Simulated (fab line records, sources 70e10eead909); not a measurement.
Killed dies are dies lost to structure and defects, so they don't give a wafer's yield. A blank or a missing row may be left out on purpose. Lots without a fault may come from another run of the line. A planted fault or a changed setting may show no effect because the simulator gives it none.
fab line records | flow nand_harc
record lots=24 wafers=72 last_day=24
route steps=1159 shown P_STI@91 P_GATE@213 P_M0@282 P_M1@299
lots that met no fault: from a run of the same line without faults
start_h: hours from the record's first day to the start of the lot's first wafer shown | wait_h: hours since the lot's step before | " the same as in the row above | L1.1+2: a row that stands for several wafers | - no value, or no start given | * or withheld: withheld | < > ~ a bound
route shown NAME@n: a module of which the file shows steps, and the number in the route of the first | usual: mean/standard deviation of fault-free wafers | same: alike in all rows | chamber/n: place in a boat | sites: the reading at each site | _std_site: their standard deviation | _edge_site: outer sites' mean less inner sites' | radius_mm: how far each site lies from the wafer's centre | mask NAME#n: copy n | behind: the tool/chamber that last shaped the wafer | hold: why the lot was held/for how many hours/how that ended | device: the transistor (n, p or np) that didn't switch | end of line: the same wafers' tests at the end of the route | a step without rows: its recipe alone | killed: dies lost to structure and defects at the first sort, not the wafer's yield | map: a wafer's dies, x killed, . not, _ none there
set.NAME: the setting as run; set.NAME@STEP: as run at that earlier step | model.NAME: the simulator's own value behind a step, which no gauge read
steps of the route over a sample of lots; a table a step, a row a wafer
services: from which hour (start_h, from the record's first day; less than 0 if before it) a tool's chamber was out of use, for how many hours, and why
## steps
# step NHARC_P_STI_CD_MEAS_16
# usual cd_nm=199.2/2.2
# columns lot.wafer tool chamber start_h wait_h cd_nm
L074.1 cd_sem-03 - 37.39 - 197.0
L074.3 " - " " 194.4
L074.6 " - " " 196.3
L075.3 cd_sem-02 - 45.95 - 200.8
L075.5 " - " " 195.8
L075.6 " - " " 197.7
L076.2 cd_sem-01 - 46.12 - 199.1
L076.4 " - " " 199.4
L076.5 " - " " 200.6
L078.1 cd_sem-01 - 57.90 - 197.1
L078.4 " - " " 198.2
L078.6 " - " " 197.9
L077.2 cd_sem-03 - 58.08 - 199.1
L077.4 " - " " 199.6
L077.6 " - " " 201.0
L079.1 cd_sem-02 - 65.77 - 199.7
L079.4 " - " " 196.9
L079.6 " - " " 201.3
L080.1 cd_sem-02 - 71.63 - 200.8
L080.2 " - " " 200.7
L080.6 " - " " 201.2
L081.2 cd_sem-03 - 77.78 - 197.8
L081.3 " - " " 200.4
L081.4 " - " " 200.3
L082.3 cd_sem-01 - 90.07 - 197.5
L082.4 " - " " 197.2
L082.6 " - " " 198.3
L083.1 cd_sem-03 - 90.10 - 203.0
L083.5 " - " " 199.4
L083.6 " - " " 201.5
L084.1 cd_sem-02 - 95.77 - 199.4
L084.5 " - " " 198.5
L084.6 " - " " 200.3
L085.2 cd_sem-02 - 101.75 - 195.9
L085.4 " - " " 197.4
L085.6 " - " " 197.7
L086.1 cd_sem-01 - 109.31 - 200.5
L086.2 " - " " 199.9
L086.3 " - " " 204.3
L087.3 cd_sem-03 - 113.68 - 203.8
L087.4 " - " " 202.3
L087.5 " - " " 205.8
L088.1 cd_sem-02 - 120.22 - 201.7
L088.4 " - " " 199.3
L088.6 " - " " 202.7
L089.3 cd_sem-03 - 126.86 - 197.0
L089.4 " - " " 198.7
L089.6 " - " " 196.9
L090.2 cd_sem-01 - 132.92 - 197.0
L090.4 " - " " 199.3
L090.5 " - " " 202.7
L091.3 cd_sem-01 - 138.11 - 200.0
L091.4 " - " " 195.9
L091.5 " - " " 200.1
L092.1 cd_sem-02 - 143.47 - 195.6
L092.4 " - " " 201.4
L092.5 " - " " 202.3
L093.1 cd_sem-02 - 151.49 - 201.7
L093.2 " - " " 199.3
L093.5 " - " " 199.2
L094.1 cd_sem-02 - 155.77 - 199.0
L094.2 " - " " 199.4
L094.3 " - " " 199.6
L095.2 cd_sem-03 - 161.79 - 197.9
L095.5 " - " " 201.3
L095.6 " - " " 197.3
L096.1 cd_sem-01 - 167.78 - 198.8
L096.3 " - " " 193.4
L096.5 " - " " 198.3
L097.1 cd_sem-03 - 173.69 - 200.5
L097.5 " - " " 199.9
L097.6 " - " " 201.1
# step NHARC_P_STI_OCD_MEAS_17
# usual trench_depth_nm=300/4.6 trench_foot_cd_nm=157.9/2.2
# columns lot.wafer tool chamber start_h wait_h trench_depth_nm trench_foot_cd_nm
L074.1 ocd-01 - 37.47 0.1 310 154.1
L074.3 " - " " 303 154.1
L074.6 " - " " 303 154.0
L075.3 ocd-01 - 46.04 0.1 302 158.3
L075.5 " - " " 308 153.5
L075.6 " - " " 301 156.7
L076.2 ocd-02 - 46.20 0.1 291 159.3
L076.4 " - " " 302 156.7
L076.5 " - " " 297 159.9
L078.1 ocd-02 - 57.98 0.1 299 156.0
L078.4 " - " " 306 156.0
L078.6 " - " " 296 157.1
L077.2 ocd-01 - 58.16 0.1 295 159.2
L077.4 " - " " 293 159.6
L077.6 " - " " 295 160.3
L079.1 ocd-01 - 65.86 0.1 300 158.6
L079.4 " - " " 297 156.4
L079.6 " - " " 298 159.5
L080.1 ocd-02 - 71.72 0.1 299 157.9
L080.2 " - " " 306 156.4
L080.6 " - " " 306 158.0
L081.2 ocd-01 - 77.86 0.1 298 156.0
L081.3 " - " " 295 158.6
L081.4 " - " " 296 159.1
L082.3 ocd-01 - 90.15 0.1 300 157.4
L082.4 " - " " 300 156.7
L082.6 " - " " 306 155.7
L083.1 ocd-02 - 90.20 0.1 294 162.5
L083.5 " - " " 297 157.3
L083.6 " - " " 298 159.1
L084.1 ocd-01 - 95.86 0.1 296 157.8
L084.5 " - " " 305 155.0
L084.6 " - " " 298 159.1
L085.2 ocd-01 - 101.84 0.1 302 153.1
L085.4 " - " " 308 153.4
L085.6 " - " " 305 153.1
L086.1 ocd-02 - 109.40 0.1 301 159.7
L086.2 " - " " 299 158.9
L086.3 " - " " 307 161.3
L087.3 ocd-01 - 113.76 0.1 295 161.8
L087.4 " - " " 299 160.5
L087.5 " - " " 300 163.6
L088.1 ocd-02 - 120.31 0.1 302 160.3
L088.4 " - " " 301 157.1
L088.6 " - " " 304 160.1
L089.3 ocd-02 - 126.95 0.1 306 156.3
L089.4 " - " " 309 154.9
L089.6 " - " " 303 156.7
L090.2 ocd-01 - 133.01 0.1 296 156.9
L090.4 " - " " 292 159.9
L090.5 " - " " 294 160.9
L091.3 ocd-02 - 138.19 0.1 305 158.6
L091.4 " - " " 297 155.8
L091.5 " - " " 305 157.3
L092.1 ocd-01 - 143.56 0.1 298 155.6
L092.4 " - " " 300 159.3
L092.5 " - " " 297 160.5
L093.1 ocd-01 - 151.58 0.1 297 161.0
L093.2 " - " " 296 159.8
L093.5 " - " " 293 158.7
L094.1 ocd-01 - 155.86 0.1 293 159.5
L094.2 " - " " 297 157.6
L094.3 " - " " 298 158.4
L095.2 ocd-02 - 161.88 0.1 292 158.7
L095.5 " - " " 302 159.2
L095.6 " - " " 296 158.2
L096.1 ocd-01 - 167.87 0.1 296 158.9
L096.3 " - " " 295 153.7
L096.5 " - " " 302 157.6
L097.1 ocd-01 - 173.78 0.1 305 158.6
L097.5 " - " " 306 158.4
L097.6 " - " " 299 157.9
# step NHARC_P_STI_INSPECT_25
# usual raw_defect_count=236/92
# columns lot.wafer tool chamber start_h wait_h raw_defect_count
L074.1 defect_inspect-01 - 67.27 0.4 141
L074.3 " - " " 164
L074.6 " - " " 95
L076.2 defect_inspect-02 - 77.06 0.4 270
L076.4 " - " " 197
L076.5 " - " " 229
L075.3 defect_inspect-01 - 77.06 0.4 280
L075.5 " - " " 319
L075.6 " - " " 351
L078.1 defect_inspect-01 - 90.57 0.4 190
L078.4 " - " " 109
L078.6 " - " " 153
L077.2 defect_inspect-02 - 90.58 0.4 232
L077.4 " - " " 419
L077.6 " - " " 704
L079.1 defect_inspect-02 - 94.40 0.4 252
L079.4 " - " " 200
L079.6 " - " " 258
L080.1 defect_inspect-01 - 94.40 0.4 207
L080.2 " - " " 409
L080.6 " - " " 242
L081.2 defect_inspect-01 - 108.34 0.4 408
L081.3 " - " " 302
L081.4 " - " " 330
L083.1 defect_inspect-01 - 118.22 0.4 124
L083.5 " - " " 119
L083.6 " - " " 116
L082.3 defect_inspect-02 - 118.22 0.4 118
L082.4 " - " " 150
L082.6 " - " " 154
L084.1 defect_inspect-01 - 128.57 0.4 319
L084.5 " - " " 204
L084.6 " - " " 209
L085.2 defect_inspect-01 - 128.59 0.4 285
L085.4 " - " " 347
L085.6 " - " " 219
L087.3 defect_inspect-02 - 144.05 0.4 223
L087.4 " - " " 261
L087.5 " - " " 128
L086.1 defect_inspect-01 - 144.06 0.4 170
L086.2 " - " " 196
L086.3 " - " " 257
L088.1 defect_inspect-02 - 150.06 0.4 246
L088.4 " - " " 296
L088.6 " - " " 196
L089.3 defect_inspect-01 - 156.23 0.4 152
L089.4 " - " " 125
L089.6 " - " " 138
L090.2 defect_inspect-01 - 163.61 0.4 211
L090.4 " - " " 181
L090.5 " - " " 296
L091.3 defect_inspect-02 - 163.61 0.4 196
L091.4 " - " " 174
L091.5 " - " " 174
L092.1 defect_inspect-01 - 163.61 0.4 163
L092.4 " - " " 124
L092.5 " - " " 284
L094.1 defect_inspect-02 - 178.89 0.4 373
L094.2 " - " " 269
L094.3 " - " " 294
L093.1 defect_inspect-01 - 178.89 0.4 544
L093.2 " - " " 205
L093.5 " - " " 339
L095.2 defect_inspect-02 - 189.76 0.4 202
L095.5 " - " " 241
L095.6 " - " " 149
L096.1 defect_inspect-02 - 195.33 0.4 193
L096.3 " - " " 221
L096.5 " - " " 193
L097.1 defect_inspect-01 - 206.57 0.4 221
L097.5 " - " " 106
L097.6 " - " " 185
# step NHARC_P_GATE_RTA_80
# recipe temp_c=300 time_s=30
# usual lamp_power_pct=2.03/0.034 lamp_zone_3_pct=2.03/0.033 wafer_temp_C_max=301.6/0.42
# columns lot.wafer tool chamber start_h wait_h lamp_power_pct lamp_zone_3_pct wafer_temp_C_max
L074.1 rtp_anneal-01 0 111.42 - 1.98 1.98 302.0
L074.3 " 0 " " 1.98 1.98 302.0
L074.6 " 0 " " 1.98 1.98 302.2
L075.3 rtp_anneal-02 0 117.70 - 2.06 2.05 301.7
L075.5 " 0 " " 2.06 2.05 301.9
L075.6 " 0 " " 2.05 2.05 301.7
L076.2 rtp_anneal-01 0 118.46 - 1.98 1.98 302.3
L076.4 " 0 " " 1.98 1.98 302.3
L076.5 " 0 " " 1.98 1.98 302.1
L077.2 rtp_anneal-02 0 132.62 - 2.06 2.06 301.7
L077.4 " 0 " " 2.06 2.06 301.3
L077.6 " 0 " " 2.06 2.06 301.5
L078.1 rtp_anneal-01 0 133.41 - 1.99 1.99 301.7
L078.4 " 0 " " 1.99 1.99 301.4
L078.6 " 0 " " 1.99 1.99 302.5
L080.1 rtp_anneal-01 0 139.12 - 1.98 1.98 302.2
L080.2 " 0 " " 1.98 1.98 302.5
L080.6 " 0 " " 1.98 1.98 302.2
L079.1 rtp_anneal-02 0 139.50 - 2.06 2.05 301.2
L079.4 " 0 " " 2.06 2.05 301.6
L079.6 " 0 " " 2.05 2.05 301.3
L081.2 rtp_anneal-02 0 152.16 - 2.05 2.06 301.5
L081.3 " 0 " " 2.05 2.05 301.7
L081.4 " 0 " " 2.05 2.05 301.0
L082.3 rtp_anneal-02 0 159.83 - 2.06 2.05 302.0
L082.4 " 0 " " 2.06 2.05 300.8
L082.6 " 0 " " 2.06 2.06 301.6
L083.1 rtp_anneal-02 0 160.37 - 2.06 2.05 301.1
L083.5 " 0 " " 2.05 2.05 301.3
L083.6 " 0 " " 2.06 2.05 301.1
L084.1 rtp_anneal-02 0 172.02 - 2.06 2.06 301.4
L084.5 " 0 " " 2.06 2.06 301.3
L084.6 " 0 " " 2.05 2.06 301.3
L085.2 rtp_anneal-02 0 173.67 - 2.06 2.05 301.1
L085.4 " 0 " " 2.05 2.05 301.0
L085.6 " 0 " " 2.05 2.05 301.1
L087.3 rtp_anneal-02 0 184.84 - 2.05 2.05 301.4
L087.4 " 0 " " 2.05 2.06 301.7
L087.5 " 0 " " 2.05 2.05 301.2
L086.1 rtp_anneal-02 0 188.12 - 2.06 2.06 301.4
L086.2 " 0 " " 2.06 2.06 302.1
L086.3 " 0 " " 2.06 2.06 301.4
L088.1 rtp_anneal-02 0 195.26 - 2.06 2.06 301.2
L088.4 " 0 " " 2.06 2.06 302.0
L088.6 " 0 " " 2.06 2.06 301.7
L089.3 rtp_anneal-01 0 198.61 - 1.98 1.98 302.0
L089.4 " 0 " " 1.98 1.98 301.9
L089.6 " 0 " " 1.98 1.98 301.6
L092.1 rtp_anneal-02 0 205.66 - 2.05 2.05 301.8
L092.4 " 0 " " 2.05 2.05 301.6
L092.5 " 0 " " 2.05 2.05 301.6
L090.2 rtp_anneal-02 0 206.59 - 2.06 2.06 301.8
L090.4 " 0 " " 2.06 2.06 301.9
L090.5 " 0 " " 2.06 2.06 301.6
L091.3 rtp_anneal-01 0 206.76 - 1.98 1.98 301.9
L091.4 " 0 " " 1.98 1.98 301.5
L091.5 " 0 " " 1.98 1.98 301.8
L094.1 rtp_anneal-02 0 220.07 - 2.05 2.05 301.6
L094.2 " 0 " " 2.05 2.06 301.7
L094.3 " 0 " " 2.05 2.05 301.6
L093.1 rtp_anneal-01 0 220.50 - 1.99 1.99 302.3
L093.2 " 0 " " 1.99 1.99 301.6
L093.5 " 0 " " 1.99 1.99 301.4
L095.2 rtp_anneal-02 0 230.83 - 2.05 2.05 301.7
L095.5 " 0 " " 2.05 2.05 301.4
L095.6 " 0 " " 2.06 2.05 301.4
L096.1 rtp_anneal-01 0 238.18 - 1.98 1.99 302.0
L096.3 " 0 " " 1.98 1.98 301.6
L096.5 " 0 " " 1.98 1.98 301.9
L097.1 rtp_anneal-02 0 252.32 - 2.06 2.06 302.0
L097.5 " 0 " " 2.05 2.05 301.5
L097.6 " 0 " " 2.05 2.05 301.2
# step NHARC_P_M0_INSPECT_27
# usual raw_defect_count=321/130
# columns lot.wafer tool chamber start_h wait_h raw_defect_count
L074.1 defect_inspect-02 - 127.30 0.0 270
L074.3 " - " " 180
L074.6 " - " " 413
L075.3 defect_inspect-01 - 133.20 0.0 264
L075.5 " - " " 300
L075.6 " - " " 406
L076.2 defect_inspect-01 - 133.75 0.0 401
L076.4 " - " " 309
L076.5 " - " " 245
L077.2 defect_inspect-01 - 144.20 0.0 529
L077.4 " - " " 530
L077.6 " - " " 294
L078.1 defect_inspect-01 - 144.71 0.0 167
L078.4 " - " " 343
L078.6 " - " " 321
L080.1 defect_inspect-01 - 149.62 0.0 546
L080.2 " - " " 418
L080.6 " - " " 250
L079.1 defect_inspect-02 - 150.14 0.0 254
L079.4 " - " " 250
L079.6 " - " " 308
L081.2 defect_inspect-01 - 166.62 0.0 393
L081.3 " - " " 567
L081.4 " - " " 441
L082.3 defect_inspect-02 - 169.71 0.0 267
L082.4 " - " " 125
L082.6 " - " " 299
L083.1 defect_inspect-01 - 170.69 0.0 347
L083.5 " - " " 385
L083.6 " - " " 246
L084.1 defect_inspect-02 - 184.59 0.0 464
L084.5 " - " " 271
L084.6 " - " " 338
L085.2 defect_inspect-01 - 185.45 0.0 172
L085.4 " - " " 210
L085.6 " - " " 292
L087.3 defect_inspect-01 - 194.46 0.0 493
L087.4 " - " " 396
L087.5 " - " " 399
L086.1 defect_inspect-02 - 200.65 0.0 610
L086.2 " - " " 482
L086.3 " - " " 228
L088.1 defect_inspect-02 - 208.70 0.0 434
L088.4 " - " " 501
L088.6 " - " " 435
L089.3 defect_inspect-01 - 211.27 0.0 316
L089.4 " - " " 664
L089.6 " - " " 459
L090.2 defect_inspect-02 - 220.49 0.0 308
L090.4 " - " " 194
L090.5 " - " " 605
L092.1 defect_inspect-02 - 220.96 0.0 344
L092.4 " - " " 258
L092.5 " - " " 194
L091.3 defect_inspect-01 - 221.15 0.0 256
L091.4 " - " " 169
L091.5 " - " " 336
L094.1 defect_inspect-01 - 231.83 0.0 260
L094.2 " - " " 129
L094.3 " - " " 238
L093.1 defect_inspect-01 - 233.15 0.0 415
L093.2 " - " " 399
L093.5 " - " " 317
L095.2 defect_inspect-02 - 240.26 0.0 239
L095.5 " - " " 158
L095.6 " - " " 332
L096.1 defect_inspect-01 - 250.11 0.0 301
L096.3 " - " " 299
L096.5 " - " " 314
L097.1 defect_inspect-02 - 264.15 0.0 156
L097.5 " - " " 129
L097.6 " - " " 520
# step NHARC_P_M1_ETCH_35
# recipe target_depth_a=400 overetch_a=120 time_s=43.94 ion_energy_ev=200 n2_flow_sccm=150 h2_flow_sccm=150 ar_flow_sccm=0 rf_w=400 bias_w=150 chemistry=N2/H2
# usual drypump_motor_current_A=5.7/0.45 h2_flow_sccm=150.0/0.44 oes_product_au=1.003/0.0093 rf_vpp_V=431.5/2.3 showerhead_plenum_p_Torr=2.08/0.08 throttle_valve_pct=14.172/0.0089
# columns lot.wafer tool chamber start_h wait_h drypump_motor_current_A h2_flow_sccm oes_product_au rf_hours_counter_h rf_vpp_V showerhead_plenum_p_Torr throttle_valve_pct
L074.3 rie_diel-12 0 128.97 0.1 4.9 150.5 1.001 5.9 435.9 2.14 14.171
L074.1 " 1 " " 6.0 149.8 1.008 5.9 429.6 2.01 14.169
L074.6 " 0 " " 4.9 150.4 1.010 - 432.8 2.14 14.163
L075.3 rie_diel-12 1 134.88 0.1 6.0 150.1 1.017 6.6 429.8 2.01 14.165
L075.6 " 3 " " 5.5 149.4 0.998 - 430.9 2.05 14.164
L075.5 " 0 " " 4.9 149.2 1.016 - 432.8 2.14 14.166
L076.4 rie_diel-12 0 135.33 0.1 4.9 149.6 1.018 6.7 433.2 2.14 14.156
L076.2 " 2 " " 6.2 151.0 1.007 6.3 429.3 2.01 14.169
L076.5 " 3 " " 5.6 149.6 0.997 - 429.3 2.05 14.168
L077.2 rie_diel-03 1 145.89 0.1 5.9 150.4 1.011 2.1 430.9 2.03 14.176
L077.4 " 1 " " 6.0 149.4 1.011 - 431.5 2.03 14.171
L077.6 " 2 " " 6.4 150.2 0.989 - 433.5 2.18 14.152
L078.4 rie_diel-12 0 146.42 0.1 4.9 150.0 1.012 7.6 433.8 2.14 14.165
L078.1 " 2 " " 6.2 149.4 1.001 7.2 429.1 2.01 14.169
L078.6 " 1 " " 6.0 150.2 1.010 - 430.6 2.01 14.168
L080.2 rie_diel-01 1 151.31 0.1 6.0 149.9 1.001 0.2 432.3 2.08 14.171
L080.1 " 0 " " 6.0 149.8 1.018 0.2 433.6 2.19 14.179
L080.6 " 0 " " 6.1 149.7 1.002 - 434.7 2.19 14.171
L079.1 rie_diel-01 1 151.84 0.1 6.0 150.8 0.992 0.2 431.3 2.08 14.166
L079.6 " 0 " " 6.0 150.3 1.001 - 433.0 2.19 14.169
L079.4 " 2 " " 6.0 150.1 0.993 - 431.5 2.17 14.171
L081.3 rie_diel-01 3 168.28 0.1 5.8 149.9 0.995 0.4 426.1 1.89 14.172
L081.4 " 0 " " 6.1 150.2 1.012 0.7 435.6 2.19 14.164
L081.2 " 1 " " 6.0 150.5 1.004 0.8 433.0 2.08 14.176
L082.3 rie_diel-03 1 171.38 0.1 5.9 150.3 1.007 2.9 432.5 2.03 14.158
L082.4 " 3 " " 5.1 150.3 1.014 2.7 431.1 2.06 14.176
L082.6 " 0 " " 5.5 149.6 0.993 - 433.4 2.07 14.173
L083.1 rie_diel-03 0 172.22 0.1 5.5 149.9 0.986 2.6 431.3 2.07 14.176
L083.6 " 3 " " 5.0 149.8 1.016 - 429.2 2.06 14.173
L083.5 " 0 " " 5.5 148.9 0.989 - 431.3 2.07 14.175
L084.1 rie_diel-12 2 186.25 0.1 6.2 149.7 0.998 8.3 428.9 2.01 14.180
L084.5 " 2 " " 6.2 149.3 0.999 - 428.7 2.01 14.183
L084.6 " 3 " " 5.5 149.3 1.001 - 429.8 2.05 14.179
L085.4 rie_diel-03 2 187.11 0.1 6.3 150.2 0.996 3.1 435.2 2.18 14.170
L085.2 " 1 " " 5.9 150.1 1.006 3.3 431.5 2.03 14.167
L085.6 " 2 " " 6.3 150.5 0.993 - 433.5 2.18 14.165
L087.4 rie_diel-03 2 196.00 0.1 6.3 150.1 0.997 3.3 434.2 2.18 14.175
L087.3 " 0 " " 5.5 150.2 1.004 3.3 432.6 2.06 14.171
L087.5 " 3 " " 5.0 150.3 1.000 - 431.1 2.06 14.186
L086.3 rie_diel-03 2 202.56 0.1 6.3 149.9 0.997 3.5 434.5 2.18 14.176
L086.1 " 3 " " 5.0 149.6 1.026 3.4 431.0 2.06 14.190
L086.2 " 1 " " 5.9 150.0 1.002 3.6 430.1 2.03 14.187
L088.1 rie_diel-03 1 210.38 0.1 5.9 150.7 1.012 3.8 430.7 2.03 14.165
L088.4 " 2 " " 6.3 150.7 0.995 3.6 436.1 2.18 14.162
L088.6 " 3 " " 5.1 150.3 1.021 - 430.0 2.06 14.164
L089.3 rie_diel-01 3 212.99 0.1 5.9 150.1 0.984 4.8 427.2 1.89 14.174
L089.4 " 1 " " 6.0 150.3 1.000 4.6 432.3 2.08 14.151
L089.6 " 0 " " 6.1 150.4 1.005 - 433.8 2.19 14.179
L090.4 rie_diel-12 1 222.14 0.1 6.0 149.2 0.996 0.5 429.4 2.01 14.182
L090.2 " 3 " " 5.5 150.1 1.004 0.7 431.3 2.05 14.175
L090.5 " 1 " " 6.0 149.6 0.992 - 431.1 2.01 14.178
L092.1 rie_diel-01 1 223.08 0.1 6.0 149.7 0.996 5.6 431.7 2.08 14.173
L092.4 " 1 " " 6.0 149.3 0.989 - 430.7 2.08 14.169
L092.5 " 3 " " 5.9 150.3 0.994 - 426.8 1.89 14.176
L091.3 rie_diel-01 3 223.66 0.1 5.8 149.7 0.987 5.8 426.7 1.89 14.161
L091.4 " 3 " " 5.9 150.4 0.996 - 426.1 1.89 14.173
L091.5 " 0 " " 6.1 150.0 1.012 - 434.9 2.19 14.172
L094.2 rie_diel-12 1 233.49 0.1 6.0 150.5 1.003 1.0 429.6 2.01 14.173
L094.1 " 2 " " 6.2 150.4 1.010 1.2 429.5 2.01 14.170
L094.3 " 3 " " 5.5 150.3 1.007 1.4 431.1 2.05 14.162
L093.2 rie_diel-03 0 234.90 0.1 5.5 150.2 1.000 0.2 430.2 2.07 14.181
L093.1 " 2 " " 6.3 149.9 0.991 0.3 434.3 2.18 14.178
L093.5 " 0 " " 5.5 151.2 0.994 - 432.5 2.06 14.176
L095.2 rie_diel-03 1 242.10 0.1 6.0 149.7 1.001 0.4 431.4 2.03 14.156
L095.5 " 0 " " 5.4 150.3 1.010 - 431.3 2.06 14.177
L095.6 " 1 " " 6.0 150.4 1.009 - 430.5 2.03 14.173
L096.1 rie_diel-01 2 251.70 0.1 6.1 149.7 1.007 6.4 433.1 2.16 14.157
L096.3 " 3 " " 5.9 150.0 0.982 8.2 426.5 1.89 14.172
L096.5 " 2 " " 6.0 149.9 1.007 - 433.5 2.16 14.176
L097.1 rie_diel-03 3 265.69 0.1 5.0 150.5 1.013 0.9 431.2 2.06 14.182
L097.6 " 0 " " 5.5 150.0 1.003 - 430.5 2.06 14.164
L097.5 " 1 " " 5.9 150.3 0.995 - 430.1 2.03 14.171
## services
# columns tool chamber start_h hours kind
rie_diel-03 0 96.30 - clean
rie_diel-03 1 96.30 - clean
rie_diel-03 2 96.30 - clean
rie_diel-03 3 96.30 - clean
rie_diel-03 0 120.80 - clean
rie_diel-03 1 120.80 - clean
rie_diel-03 2 120.80 - clean
rie_diel-03 3 120.80 - clean
rie_diel-01 - 137.90 9.0 pm
rie_diel-03 0 141.63 4.3 repair
rie_diel-03 1 145.30 - clean
rie_diel-03 2 145.30 - clean
rie_diel-03 3 145.30 - clean
rie_diel-12 3 154.02 6.5 repair
rie_diel-03 0 169.80 - clean
rie_diel-03 1 169.80 - clean
rie_diel-03 2 169.80 - clean
rie_diel-03 3 169.80 - clean
rie_diel-03 0 194.30 - clean
rie_diel-12 - 202.40 9.0 pm
rie_diel-03 - 215.30 9.0 pm
rie_diel-01 2 217.22 9.7 repair
rie_diel-12 2 245.34 5.4 repair
rie_diel-01 0 263.99 8.1 repair
## key
fault none
